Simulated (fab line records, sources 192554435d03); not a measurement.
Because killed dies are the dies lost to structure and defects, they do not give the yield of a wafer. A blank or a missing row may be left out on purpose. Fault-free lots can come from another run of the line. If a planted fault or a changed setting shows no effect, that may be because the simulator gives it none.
Split-lot trial -- flow n5-finfet -- 39 wafers read from 7 lots, route of 1938 steps

== THE SPLIT ITSELF ==
At N5_DUMMY_GATE_ETCH_31 (etches SiO2 in C4F6/O2, target depth 82.5 nm, time 27.5 s), the setting target-depth-a was moved away from the recipe's 825 angstrom on 15 of the 39 wafers read, by -4.5% to +9.9%. This setting was run at the recipe's value on the other wafers.

Reading taken at the split's own step.

== THE READING ==
SOC_of_DUMMY_GATE_COAT_34.thk-nm (the simulator's own value, which no gauge read), in nm, at N5_DUMMY_GATE_ETCH_31 (etches SiO2 in C4F6/O2, target depth 82.5 nm, time 27.5 s). No usual value for it is given in the file. Here, 24 wafers ran the recipe; their average is 51.8 nm with a standard deviation of 0.19 nm.

wafer,"tool, chamber at the split","target-depth-a as run, angstrom",against the recipe,"SOC_of_DUMMY_GATE_COAT_34.thk-nm, nm",against lot-mates on the recipe
L080.1,"rie-diel-03, 0",825,recipe,51.8,-
L080.3,"rie-diel-03, 2",825,recipe,52,-
L080.5,"rie-diel-03, 2",825,recipe,51.6,-
L082.1,"rie-diel-05, 0",825,recipe,51.4,-
L082.2,"rie-diel-05, 3",825,recipe,51.6,-
L082.3,"rie-diel-05, 2",825,recipe,51.6,-
L082.4,"rie-diel-05, 1",884,+7.2%,50.8,-0.7
L082.5,"rie-diel-05, 2",884,+7.2%,51.2,-0.3
L082.6,"rie-diel-05, 3",884,+7.2%,51.2,-0.3
L085.1,"rie-diel-04, 3",879.8,+6.6%,51.2,-0.7
L085.2,"rie-diel-04, 1",825,recipe,51.8,-
L085.3,"rie-diel-04, 0",879.8,+6.6%,51.4,-0.5
L085.4,"rie-diel-04, 2",879.8,+6.6%,51.4,-0.5
L085.5,"rie-diel-04, 0",825,recipe,52,-
L085.6,"rie-diel-04, 1",825,recipe,51.8,-
L086.1,"rie-diel-04, 3",825,recipe,51.6,-
L086.2,"rie-diel-04, 2",825,recipe,52,-
L086.3,"rie-diel-04, 0",825,recipe,52,-
L086.4,"rie-diel-04, 1",825,recipe,51.8,-
L086.5,"rie-diel-04, 1",825,recipe,51.8,-
L086.6,"rie-diel-04, 2",825,recipe,52,-
L090.1,"rie-diel-04, 1",906.6,+9.9%,51,-0.9
L090.2,"rie-diel-04, 0",825,recipe,52.2,-
L090.3,"rie-diel-04, 3",825,recipe,51.8,-
L090.4,"rie-diel-04, 2",906.6,+9.9%,51.4,-0.5
L090.5,"rie-diel-04, 2",825,recipe,51.8,-
L090.6,"rie-diel-04, 1",906.6,+9.9%,50.8,-1.1
L095.1,"rie-diel-03, 1",825,recipe,51.8,-
L095.2,"rie-diel-03, 2",787.9,-4.5%,52.2,+0.4
L095.3,"rie-diel-03, 3",825,recipe,51.8,-
L095.4,"rie-diel-03, 0",787.9,-4.5%,52.2,+0.4
L095.5,"rie-diel-03, 0",787.9,-4.5%,52.2,+0.4
L095.6,"rie-diel-03, 1",825,recipe,51.8,-
L097.1,"rie-diel-05, 2",825,recipe,51.4,-
L097.2,"rie-diel-05, 1",878.8,+6.5%,50.8,-0.7
L097.3,"rie-diel-05, 3",825,recipe,51.6,-
L097.4,"rie-diel-05, 0",878.8,+6.5%,51.2,-0.3
L097.5,"rie-diel-05, 0",825,recipe,51.6,-
L097.6,"rie-diel-05, 3",878.8,+6.5%,51.2,-0.3

THE FIT
A straight line over all 39 wafers: SOC_of_DUMMY_GATE_COAT_34.thk-nm changes by -0.0844 nm for each +1% of target-depth-a; r = -0.86; the points scatter about the line by 0.2 nm.
The same after taking each lot's own level away (the mean of its wafers on the recipe; 39 wafers): -0.0803 nm for each +1%; r = -0.90; scatter 0.15 nm.
On that fit, the largest move of target-depth-a shifts the reading by 0.79 nm.
Across the lots, their own levels run from 51.53 to 51.93 nm, a range of 2.1 times the standard deviation given above.
The two slopes agree, so the slope changes little with the lot-to-lot level.
Check: for one of the wafers moved furthest among these (+9.9%), held out of the fit, the line's prediction against its lot-mates is -0.763 nm. Against them it came out at -0.933 nm.

== THE OTHER SPLITS THESE WAFERS WENT THROUGH ==
These wafers also went through other splits before the reading. Each is held against what the fit with the lots' levels taken away leaves over:
other split on the same wafers,wafers away from the commonest value,r with SOC_of_DUMMY_GATE_COAT_34.thk-nm (lot level and that fit taken away)
N5_WELL_APT_EXPOSE_22 dose-mj,18,+0.37
N5_DUMMY_GATE_ETCH_37 source-w,15,-0.04

== THE WHOLE CHAIN: every reading that the file lists as answering this split, in the file's order ==
step,what it does,reading,change (the file's fit),r (the file's)
N5_DUMMY_GATE_ETCH_31,"etches SiO2 in C4F6/O2, target depth 82.5 nm, time 27.5 s","etch.depth-nm (the simulator's own value, which no gauge read)",+0.864 nm for each +1% of the setting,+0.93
N5_DUMMY_GATE_ETCH_31,"etches SiO2 in C4F6/O2, target depth 82.5 nm, time 27.5 s","SOC_of_DUMMY_GATE_COAT_34.thk-nm (the simulator's own value, which no gauge read)",-0.0793 nm for each +1% of the setting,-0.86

== THE FILE'S OWN FIT ==
SOC_of_DUMMY_GATE_COAT_34.thk-nm changes by -0.0793 nm for each +1% of target-depth-a, r = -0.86.
